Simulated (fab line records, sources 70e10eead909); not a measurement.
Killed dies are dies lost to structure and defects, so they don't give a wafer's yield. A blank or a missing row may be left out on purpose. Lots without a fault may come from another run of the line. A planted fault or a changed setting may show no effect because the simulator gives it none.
Chamber matching | flow nand_harc | NHARC_P_ZERO_WELL_ETCH_63 on rie_si-04: 4 sister chambers
The step etches the open film in HBr/Cl2, target depth 120 nm, time 40.1 s. 8 wafers are shown with their chamber, then 7 later ones without.

WAFERS WITH THEIR CHAMBER
wafer  | chamber | drypump_motor_current_A (A) | oes_product_au (a.u.)
L177.6 | 0       | 5.6                         | 1.004
L178.4 | 3       | 5.5                         | 0.992
L178.5 | 2       | 5.7                         | 0.969
L190.2 | 3       | 5.4                         | 1.007
L190.4 | 0       | 5.6                         | 1.006
L190.5 | 1       | 4.9                         | 1.005
L191.1 | 2       | 5.7                         | 0.983
L191.2 | 1       | 4.9                         | 1.000

WAFERS WITHOUT THEIR CHAMBER
wafer  | drypump_motor_current_A (A) | oes_product_au (a.u.)
L191.3 | 5.5                         | 0.990
L194.2 | 5.5                         | 1.004
L194.4 | 4.9                         | 1.012
L194.6 | 5.5                         | 1.010
L195.2 | 5.5                         | 0.982
L195.4 | 5.7                         | 0.999
L195.6 | 4.9                         | 1.013

WHICH CHAMBER EACH WENT THROUGH
wafer  | from the rows above     | in truth
L191.3 | can't be placed: 3 or 0 | 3
L194.2 | can't be placed: 3 or 0 | 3
L194.4 | 1                       | 1
L194.6 | can't be placed: 3 or 0 | 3
L195.2 | can't be placed: 3 or 0 | 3
L195.4 | can't be placed: 0 or 2 | 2
L195.6 | 1                       | 1
Placed correctly: 2 of 7. Can't be placed from these rows: 5 (the true chamber is among the candidates in 5). Placed wrongly: 0.
How it was worked out, from the rows above alone: a wafer's distance from a chamber is the root of the sum, over the readings, of the square of ((its reading less the chamber's mean) divided by the reading's scatter). The wafer belongs to the nearest chamber; if the next one is less than 2 further off, it can't be placed. A chamber's mean is the mean of its shown wafers. The scatter: the root of (the sum of the squares of (reading less its chamber's mean) over the shown wafers, divided by (wafers less chambers)).
